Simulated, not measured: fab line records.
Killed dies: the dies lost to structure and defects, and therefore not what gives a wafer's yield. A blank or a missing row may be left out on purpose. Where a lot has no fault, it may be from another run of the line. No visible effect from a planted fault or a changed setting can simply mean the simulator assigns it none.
A struck lot beside a sound one :: flow n5_finfet :: 36 steps out of a route of 1938
Sound: wafers L659.1, L659.2, L659.5. Struck: wafers L661.1, L661.5, L661.6. At the end, the cause is stated.
For every step that has rows: the tool of each side, followed by ch and its chambers, followed by its first start. Under that, the readings that differ: sound wafers :: struck wafers :: difference of the means :: sigmas: that difference in standard deviations of wafers without a fault.
alike: readings whose means differ by less than 2 such deviations, and words and numbers that are the same on both sides. not compared: withheld readings, readings that some wafer has no value for, bounds like >300 that may hide the same value, and numbers for which the record gives no deviation and whose values overlap.
The two part at a step that has a row with sigmas, a row that says differs or no value, or rows on one side only. When numbers do not overlap yet have no deviation, they are printed without sigmas and do not part them. A reading that every wafer of one side lacks parts them only if that side has two wafers or more.

first, 8 steps without rows for these wafers: N5_BEOL_M8_ECD_50 (material Cu, target thk 300 nm); N5_BEOL_M8_ANNEAL_51 (time 90 s); N5_BEOL_M8_CMP_52 (polishes, stops on SiCOH lowk, t overpolish 6.9 s, target thk 80 nm); N5_BEOL_M8_PRE_CLEAN_55 (time 15 s); N5_BEOL_M8_DEP_56 (deposits SiCN from 3MS/NH3, target thk 10 nm, time 17.5 s); N5_BEOL_M9_ILD_DEP_00 (deposits SiCOH lowk from DEMS/porogen, target thk 308.51 nm, time 58 s); N5_BEOL_M9_CURE_71 (cures SiCOH lowk, time 240 s); N5_BEOL_M9_PECVD_70 (deposits SiO2 from TEOS/O2, target thk 20 nm, time 22.7 s).
N5_BEOL_M9_HM_DEP_02: deposits TiN, target thk 20 nm.
  struck on pvd_sputter-02, day 11 06:32; sound on pvd_sputter-02, day 10 22:58
  alike: throttle_valve_pct
then, 8 steps without rows for these wafers: N5_BEOL_M9_COAT_59 (time 60 s, resist thk 100 nm); N5_BEOL_M9_COAT_60 (time 60 s, resist thk 30 nm); N5_BEOL_M9_COAT_05 (resist thk 90 nm); N5_BEOL_M9_EBR_07; N5_BEOL_M9_SOFTBAKE_06 (time 60 s); N5_BEOL_M9_EXPOSE_08 (exposes mask M9); N5_BEOL_M9_PEB_09 (peb time 60 s); N5_BEOL_M9_DEVELOP_10 (develop time 30 s).
N5_BEOL_M9_INSPECT_13: inspects for defects (brightfield).
  struck on defect_inspect-01, day 11 07:05; sound on defect_inspect-01, day 10 23:23
reading: raw_defect_count
sound: 267 253 229
struck: 720 863 630
difference: +488
sigmas: +5
then, 16 steps without rows for these wafers: N5_BEOL_M9_DESCUM_16 (chemistry O2, time 7.9 s); N5_BEOL_M9_ETCH_61 (etches SiARC in CF4, target depth 39 nm, time 65 s); N5_BEOL_M9_ETCH_62 (etches SOC in N2/H2, target depth 110 nm, overetch 22 nm, time 165 s); N5_BEOL_M9_STRIP_68 (strips in N2/H2); N5_BEOL_M9_STRIP_67 (strips in CF4); N5_BEOL_M9_HM_OPEN_17 (chemistry Cl2/BCl3, target TiN, target depth 20 nm, overetch 6 nm); N5_BEOL_M9_STRIP_19 (strips in O2); N5_BEOL_M9_COAT_63 (time 60 s, resist thk 60 nm); N5_BEOL_M9_COAT_64 (time 60 s, resist thk 12 nm); N5_BEOL_M9_COAT_75 (time 60 s, resist thk 5 nm); N5_BEOL_M9_COAT_22 (resist thk 30 nm); N5_BEOL_M9_EBR_24; N5_BEOL_M9_SOFTBAKE_23 (time 60 s); N5_BEOL_M9_EXPOSE_25 (exposes mask V8); N5_BEOL_M9_PEB_26 (peb time 60 s); N5_BEOL_M9_DEVELOP_27 (develop time 30 s).
N5_BEOL_M9_INSPECT_30: inspects for defects (brightfield).
  struck on defect_inspect-02, day 11 10:10; sound on defect_inspect-02, day 11 00:16
reading: raw_defect_count
sound: 283 263 233
struck: 734 881 655
difference: +497
sigmas: +5
-- record jumps: 2 days separate the struck wafers' starts on either side; left off in module BEOL_M9, taken up again in module PASSIVATION, whose first shown step is the route's number 1936 --
N5_PASSIVATION_PROBE_49:
  rows exist in the record for the struck wafers here (prober-02, day 13 18:09), but not for the sound ones

WHERE THEY PART
At N5_BEOL_M9_INSPECT_13 first; at N5_PASSIVATION_PROBE_49 last (within this record only).

WHY: whatever the simulator had introduced
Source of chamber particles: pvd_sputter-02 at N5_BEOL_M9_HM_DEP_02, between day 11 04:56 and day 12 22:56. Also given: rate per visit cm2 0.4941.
